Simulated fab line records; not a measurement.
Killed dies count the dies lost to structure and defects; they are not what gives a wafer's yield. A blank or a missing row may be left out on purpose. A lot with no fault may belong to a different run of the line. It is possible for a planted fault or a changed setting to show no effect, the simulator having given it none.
Tool commonality check -- flow nand-harc -- Sampled: 10 lots, 30 wafers

== WHAT PROMPTED THE OPENING ==
Flagged at NHARC_A_CHANNEL_HOLE_D2_CD_MEAS_31: reading cd-nm, on 3 of 10 lots. Fault-free wafers read 89.4 nm, with a standard deviation of 1.8.
Rule: a lot is flagged in two cases, either no wafer of it has a number, or all its wafers with numbers fall more than 4 standard deviations from that mean. The rest of the lots are taken to be sound.

lot,measured,on,"cd-nm (nm), wafer by wafer",flag
L788,day 13 22:17,cd-sem-01,91.6 89.1 90.0,
L790,day 14 03:22,cd-sem-01,0.8 3.2 0.1,FLAGGED
L792,day 15 06:41,cd-sem-02,1.8 2.1 0.0,FLAGGED
L791,day 15 08:53,cd-sem-02,2.5 2.8 3.4,FLAGGED
L797,day 17 23:37,cd-sem-03,91.0 88.6 92.0,
L800,day 18 05:19,cd-sem-02,88.5 90.4 86.7,
L806,day 20 17:28,cd-sem-02,88.0 87.9 87.2,
L805,day 20 21:38,cd-sem-02,89.4 87.5 86.6,
L809,day 22 02:34,cd-sem-03,86.8 89.1 89.0,
L808,day 22 02:38,cd-sem-01,90.3 89.7 89.4,
Average over the flagged lots: 1.9 nm; offset from the usual -87.5 nm, equal to -49 standard deviations.

== WHICH TOOL RAN EACH LOT ==
The record holds 3 process steps before the reading, out of a route of 1302 steps. Each cell gives the tool, then ch followed by the chambers the sampled wafers passed through, then the start.
lot,flag,NHARC_A_CHANNEL_HOLE_D2_ETCH_16,NHARC_A_CHANNEL_HOLE_D2_ETCH_21,NHARC_A_CHANNEL_HOLE_D2_ETCH_23
L788,,"rie-diel-11 ch 0,1,3, day 13 16:52 or earlier","har-etch-01 ch 0,1, day 13 16:52","har-etch-01 ch 0,1, day 13 17:53"
L790,FLAGGED,"rie-diel-11 ch 1,2, day 13 22:11 or earlier","har-etch-01 ch 0,1, day 13 22:11","har-etch-01 ch 0,1, day 13 23:14"
L792,FLAGGED,"rie-diel-04 ch 1,2,3, day 15 01:37 or earlier","har-etch-01 ch 0,1, day 15 01:37","har-etch-01 ch 0,1, day 15 02:37"
L791,FLAGGED,"rie-diel-11 ch 0,3, day 15 03:53 or earlier","har-etch-02 ch 0,1, day 15 03:53","har-etch-02 ch 0,1, day 15 04:56"
L797,,"rie-diel-04 ch 0,1,3, day 17 18:23 or earlier","har-etch-02 ch 0,1, day 17 18:23","har-etch-02 ch 0,1, day 17 19:23"
L800,,"rie-diel-11 ch 0,3, day 18 00:14 or earlier","har-etch-01 ch 0,1, day 18 00:14","har-etch-01 ch 0,1, day 18 01:15"
L806,,"rie-diel-11 ch 1,2,3, day 20 12:22 or earlier","har-etch-01 ch 0,1, day 20 12:22","har-etch-01 ch 0,1, day 20 13:22"
L805,,"rie-diel-04 ch 0,1,3, day 20 16:37 or earlier","har-etch-01 ch 0,1, day 20 16:37","har-etch-01 ch 0,1, day 20 17:40"
L809,,"rie-diel-06 ch 1,2, day 21 21:31 or earlier","har-etch-01 ch 0,1, day 21 21:31","har-etch-01 ch 0,1, day 21 22:35"
L808,,"rie-diel-04 ch 0,1,2, day 21 21:38 or earlier","har-etch-02 ch 1, day 21 21:38","har-etch-02 ch 1, day 21 22:41"
What is done by these steps:
- NHARC_A_CHANNEL_HOLE_D2_ETCH_16: etches the open film in O2/COS, target depth 3100 nm, time 806 s.
- NHARC_A_CHANNEL_HOLE_D2_ETCH_21: etches the open film in C4F8/O2/Ar, time 514.3 s, target depth 1600 nm.
- NHARC_A_CHANNEL_HOLE_D2_ETCH_23: etches the open film in C4F8/O2/Ar, time 819 s, target depth 1600 nm.
- NHARC_A_CHANNEL_HOLE_D2_CD_MEAS_31

== FLAGGED AGAINST TOTAL, ONE TOOL AT A TIME (gauges that did the reading follow at the end) ==
step,tool,lots run,flagged,share of the flagged lots,sound lots run after its first flagged lot
NHARC_A_CHANNEL_HOLE_D2_ETCH_16,rie-diel-04,4,1,some,"3 (L797,L805,L808)"
NHARC_A_CHANNEL_HOLE_D2_ETCH_16,rie-diel-06,1,0,none,-
NHARC_A_CHANNEL_HOLE_D2_ETCH_16,rie-diel-11,5,2,some,"2 (L800,L806)"
NHARC_A_CHANNEL_HOLE_D2_ETCH_21,har-etch-01,7,2,some,"4 (L800,L806,L805,L809)"
NHARC_A_CHANNEL_HOLE_D2_ETCH_21,har-etch-02,3,1,some,"2 (L797,L808)"
NHARC_A_CHANNEL_HOLE_D2_ETCH_23,har-etch-01,7,2,some,"4 (L800,L806,L805,L809)"
NHARC_A_CHANNEL_HOLE_D2_ETCH_23,har-etch-02,3,1,some,"2 (L797,L808)"
NHARC_A_CHANNEL_HOLE_D2_CD_MEAS_31,cd-sem-01,3,1,some,1 (L808)
NHARC_A_CHANNEL_HOLE_D2_CD_MEAS_31,cd-sem-02,5,2,some,"3 (L800,L806,L805)"
NHARC_A_CHANNEL_HOLE_D2_CD_MEAS_31,cd-sem-03,2,0,none,-
NHARC_A_CHANNEL_HOLE_D2_ETCH_16: start missing for some lots; hours and lot order therefore follow NHARC_A_CHANNEL_HOLE_D2_ETCH_21.

== WHAT THE TABLE PERMITS ==
No row of the table ran every flagged lot.

== WHAT WAS PUT IN BY THE SIMULATOR ==
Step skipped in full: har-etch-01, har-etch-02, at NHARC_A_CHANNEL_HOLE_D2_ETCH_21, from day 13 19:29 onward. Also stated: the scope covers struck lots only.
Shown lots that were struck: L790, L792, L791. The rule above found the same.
